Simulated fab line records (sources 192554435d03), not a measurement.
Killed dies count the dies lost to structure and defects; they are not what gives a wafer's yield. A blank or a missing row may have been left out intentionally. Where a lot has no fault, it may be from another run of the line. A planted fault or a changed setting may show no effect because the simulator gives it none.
Chamber matching || flow n5Finfet || rieDiel-04 running N5_BEOL_M5_STRIP_19: 4 sister chambers
The step strips in O2. 16 wafers are shown with their chamber, then 8 later ones without.

== WAFERS PAIRED WITH THEIR CHAMBERS ==
{"wafer": "L074.1", "chamber": 2, "drypumpMotorCurrentA (A)": 5.5, "showerheadPlenumPTorr (Torr)": 2.18, "throttleValvePct (%)": 16.77}
{"wafer": "L074.4", "chamber": 3, "drypumpMotorCurrentA (A)": 5.6, "showerheadPlenumPTorr (Torr)": 1.98, "throttleValvePct (%)": 17.08}
{"wafer": "L074.5", "chamber": 1, "drypumpMotorCurrentA (A)": 6.6, "showerheadPlenumPTorr (Torr)": 2.01, "throttleValvePct (%)": 16.81}
{"wafer": "L076.1", "chamber": 3, "drypumpMotorCurrentA (A)": 5.7, "showerheadPlenumPTorr (Torr)": 1.98, "throttleValvePct (%)": 17.09}
{"wafer": "L076.3", "chamber": 0, "drypumpMotorCurrentA (A)": 6.1, "showerheadPlenumPTorr (Torr)": 2.09, "throttleValvePct (%)": 16.84}
{"wafer": "L076.5", "chamber": 0, "drypumpMotorCurrentA (A)": 6.1, "showerheadPlenumPTorr (Torr)": 2.09, "throttleValvePct (%)": 16.85}
{"wafer": "L075.3", "chamber": 2, "drypumpMotorCurrentA (A)": 5.5, "showerheadPlenumPTorr (Torr)": 2.18, "throttleValvePct (%)": 16.76}
{"wafer": "L075.5", "chamber": 0, "drypumpMotorCurrentA (A)": 6.1, "showerheadPlenumPTorr (Torr)": 2.09, "throttleValvePct (%)": 16.87}
{"wafer": "L075.6", "chamber": 1, "drypumpMotorCurrentA (A)": 6.6, "showerheadPlenumPTorr (Torr)": 2.01, "throttleValvePct (%)": 16.81}
{"wafer": "L081.1", "chamber": 1, "drypumpMotorCurrentA (A)": 6.6, "showerheadPlenumPTorr (Torr)": 2.00, "throttleValvePct (%)": 16.85}
{"wafer": "L081.2", "chamber": 3, "drypumpMotorCurrentA (A)": 5.7, "showerheadPlenumPTorr (Torr)": 2.24, "throttleValvePct (%)": 16.62}
{"wafer": "L081.5", "chamber": 1, "drypumpMotorCurrentA (A)": 6.6, "showerheadPlenumPTorr (Torr)": 2.00, "throttleValvePct (%)": 16.86}
{"wafer": "L080.1", "chamber": 1, "drypumpMotorCurrentA (A)": 6.6, "showerheadPlenumPTorr (Torr)": 2.00, "throttleValvePct (%)": 16.86}
{"wafer": "L080.2", "chamber": 2, "drypumpMotorCurrentA (A)": 5.5, "showerheadPlenumPTorr (Torr)": 2.18, "throttleValvePct (%)": 16.80}
{"wafer": "L080.5", "chamber": 2, "drypumpMotorCurrentA (A)": 5.5, "showerheadPlenumPTorr (Torr)": 2.18, "throttleValvePct (%)": 16.80}
{"wafer": "L090.1", "chamber": 2, "drypumpMotorCurrentA (A)": 5.5, "showerheadPlenumPTorr (Torr)": 2.17, "throttleValvePct (%)": 16.83}

SIGNATURES, as means of the wafers listed above
{"reading": "drypumpMotorCurrentA", "chamber 0": 6.100, "chamber 1": 6.600, "chamber 2": 5.500, "chamber 3": 5.667, "scatter within a chamber": 0.0236}
{"reading": "showerheadPlenumPTorr", "chamber 0": 2.0900, "chamber 1": 2.0040, "chamber 2": 2.1780, "chamber 3": 2.0667, "scatter within a chamber": 0.0614}
{"reading": "throttleValvePct", "chamber 0": 16.8533, "chamber 1": 16.8380, "chamber 2": 16.7920, "chamber 3": 16.9300, "scatter within a chamber": 0.112}
Rule: a wafer's distance from a chamber is the root of the sum, over the readings, of the square of ((its reading less the chamber's mean) divided by the reading's scatter). If the next closest chamber is less than 2 further off than the closest, the wafer can't be placed; otherwise it belongs to the closest. The scatter: take each reading less its chamber's mean, square it, sum over the shown wafers, divide by the number of wafers less the number of chambers, and take the root.

== WAFERS WHOSE CHAMBER IS MISSING ==
{"wafer": "L090.4", "drypumpMotorCurrentA (A)": 6.1, "showerheadPlenumPTorr (Torr)": 2.08, "throttleValvePct (%)": 16.90}
{"wafer": "L090.5", "drypumpMotorCurrentA (A)": 6.6, "showerheadPlenumPTorr (Torr)": 2.00, "throttleValvePct (%)": 16.89}
{"wafer": "L096.1", "drypumpMotorCurrentA (A)": 5.7, "showerheadPlenumPTorr (Torr)": 2.23, "throttleValvePct (%)": 16.68}
{"wafer": "L096.3", "drypumpMotorCurrentA (A)": 5.5, "showerheadPlenumPTorr (Torr)": 2.17, "throttleValvePct (%)": 16.82}
{"wafer": "L096.5", "drypumpMotorCurrentA (A)": 5.7, "showerheadPlenumPTorr (Torr)": 2.23, "throttleValvePct (%)": 16.67}
{"wafer": "L097.2", "drypumpMotorCurrentA (A)": 6.6, "showerheadPlenumPTorr (Torr)": 1.99, "throttleValvePct (%)": 16.91}
{"wafer": "L097.4", "drypumpMotorCurrentA (A)": 5.7, "showerheadPlenumPTorr (Torr)": 2.22, "throttleValvePct (%)": 16.67}
{"wafer": "L097.6", "drypumpMotorCurrentA (A)": 6.6, "showerheadPlenumPTorr (Torr)": 1.99, "throttleValvePct (%)": 16.93}

== THE CHAMBER EACH PASSED THROUGH ==
{"wafer": "L090.4", "from the rows above": 0, "in truth": 0}
{"wafer": "L090.5", "from the rows above": 1, "in truth": 1}
{"wafer": "L096.1", "from the rows above": 3, "in truth": 3}
{"wafer": "L096.3", "from the rows above": 2, "in truth": 2}
{"wafer": "L096.5", "from the rows above": 3, "in truth": 3}
{"wafer": "L097.2", "from the rows above": 1, "in truth": 1}
{"wafer": "L097.4", "from the rows above": 3, "in truth": 3}
{"wafer": "L097.6", "from the rows above": 1, "in truth": 1}
Placed correctly: 8 of 8. From these rows, 0 cannot be placed. 0 placed wrongly.
